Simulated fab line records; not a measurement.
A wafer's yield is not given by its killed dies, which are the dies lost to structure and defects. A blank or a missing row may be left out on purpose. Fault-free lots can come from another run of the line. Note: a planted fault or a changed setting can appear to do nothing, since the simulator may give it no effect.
Struck lot and sound lot, side by side	flow nand harc	27 out of 1302 route steps
Sound: these wafers, L430.3, L430.4, L430.6. Struck: wafers L426.3, L426.4, L426.6. At the end, the cause is stated.
Order at every step that has rows: each side's tool, ch and its chambers, its first start. Under that, the readings that differ: sound wafers	struck wafers	difference of the means	sigmas: that difference in standard deviations of wafers without a fault.
alike: a reading whose means differ by less than 2 such deviations, as well as words and numbers matching on both sides. not compared: withheld readings; readings where some wafer has no value; bounds like >300 that might hide an equal value; numbers whose values overlap and for which the record gives no deviation.
The two part at a step that has a row with sigmas, a row that says differs or no value, or rows on one side only. When numbers do not overlap yet have no deviation, they are printed without sigmas and do not part them. A reading that every wafer of one side lacks parts them only if that side has two wafers or more.

first, 1 step without rows for these wafers: NHARC_A_ONON_D1_DEP_19 (target thk 1000 nm).
NHARC_A_ONON_D1_THK_MEAS_21: measures by ellipsometry.
  sound on film metro-02 at day 15 05:07; struck on film metro-02 at day 14 04:41
  alike: thk nm
after that, 1 step with no rows for these wafers: NHARC_A_ONON_D1_DEP_22 (target thk 1000 nm).
NHARC_A_ONON_D1_THK_MEAS_24: measures by ellipsometry.
  sound on film metro-01 at day 15 05:41; struck on film metro-02 at day 14 05:15
  alike: thk nm
after that, 1 step with no rows for these wafers: NHARC_A_ONON_D1_DEP_25 (target thk 1000 nm).
NHARC_A_ONON_D1_THK_MEAS_27: measures by ellipsometry.
  sound on film metro-01 at day 15 06:14; struck on film metro-01 at day 14 05:50
  alike: thk nm
after that, 1 step with no rows for these wafers: NHARC_A_ONON_D1_DEP_28 (target thk 1000 nm).
NHARC_A_ONON_D1_THK_MEAS_30: measures by ellipsometry.
  sound on film metro-01 at day 15 06:49; struck on film metro-01 at day 14 06:24
  alike: thk nm
NHARC_A_ONON_D1_DEP_33: deposits SiO2, target thk 200 nm.
  sound on pecvd-02 ch 0,2, day 15 06:55; struck on pecvd-03 ch 0,1,2, day 14 06:33
  alike: heater power w, rf fwd power W, throttle valve pct
NHARC_A_ONON_D1_THK_MEAS_34: measures by ellipsometry.
  sound on film metro-02 at day 15 07:17; struck on film metro-02 at day 14 06:52
  alike: thk nm
NHARC_A_ONON_D1_INSPECT_32:
  sound on defect inspect-02 at day 15 07:21; struck on defect inspect-01 at day 14 06:58
  alike: raw defect count
NHARC_A_CHANNEL_HOLE_D1_DEP_00: deposits aC, target thk 3100 nm.
  sound on acl dep-02 ch 0, day 15 08:03; struck on acl dep-03 ch 0, day 14 07:40
  alike: throttle valve pct
NHARC_A_CHANNEL_HOLE_D1_DEP_01: deposits SiON, target thk 140 nm.
  sound on pecvd-03 ch 0,1,2, day 15 09:23; struck on pecvd-03 ch 0,2, day 14 09:00
  alike: heater power w, rf fwd power W
then, 10 steps without rows for these wafers: NHARC_A_CHANNEL_HOLE_D1_DEHYDRATE_02 (time 120 s); NHARC_A_CHANNEL_HOLE_D1_HMDS_03 (time 30 s); NHARC_A_CHANNEL_HOLE_D1_COAT_36 (time 75 s); NHARC_A_CHANNEL_HOLE_D1_COAT_37 (time 65 s); NHARC_A_CHANNEL_HOLE_D1_COAT_04 (resist thk 90 nm); NHARC_A_CHANNEL_HOLE_D1_SOFTBAKE_05 (time 55 s); NHARC_A_CHANNEL_HOLE_D1_EBR_06; NHARC_A_CHANNEL_HOLE_D1_EXPOSE_07 (exposes mask HOLE D1, target cd 100 nm); NHARC_A_CHANNEL_HOLE_D1_PEB_08 (peb time 65 s); NHARC_A_CHANNEL_HOLE_D1_DEVELOP_09 (develop time 35 s).
NHARC_A_CHANNEL_HOLE_D1_CD_MEAS_10: the cd target is 100 nm.
  sound on cd sem-03 ch 0, day 15 10:04; struck on cd sem-01 ch 0, day 14 09:36
  alike: cd nm
NHARC_A_CHANNEL_HOLE_D1_OVL_MEAS_11:
  sound on overlay-01 at day 15 10:08; struck on overlay-01 at day 14 09:41
  alike: overlay x nm, overlay y nm
NHARC_A_CHANNEL_HOLE_D1_INSPECT_12:
  sound on defect inspect-02 at day 15 10:11; struck on defect inspect-01 at day 14 09:53
reading	sound	struck	difference	sigmas
raw defect count	3 7 4	311 329 269	+298	+99 or more
  not compared: hold
next, for these wafers, 1 step has no rows: NHARC_END_SORT_01.

## WHERE THEY PART
At NHARC_A_CHANNEL_HOLE_D1_INSPECT_12 and nowhere else, as far as this record goes.

WHY: whatever the simulator had introduced
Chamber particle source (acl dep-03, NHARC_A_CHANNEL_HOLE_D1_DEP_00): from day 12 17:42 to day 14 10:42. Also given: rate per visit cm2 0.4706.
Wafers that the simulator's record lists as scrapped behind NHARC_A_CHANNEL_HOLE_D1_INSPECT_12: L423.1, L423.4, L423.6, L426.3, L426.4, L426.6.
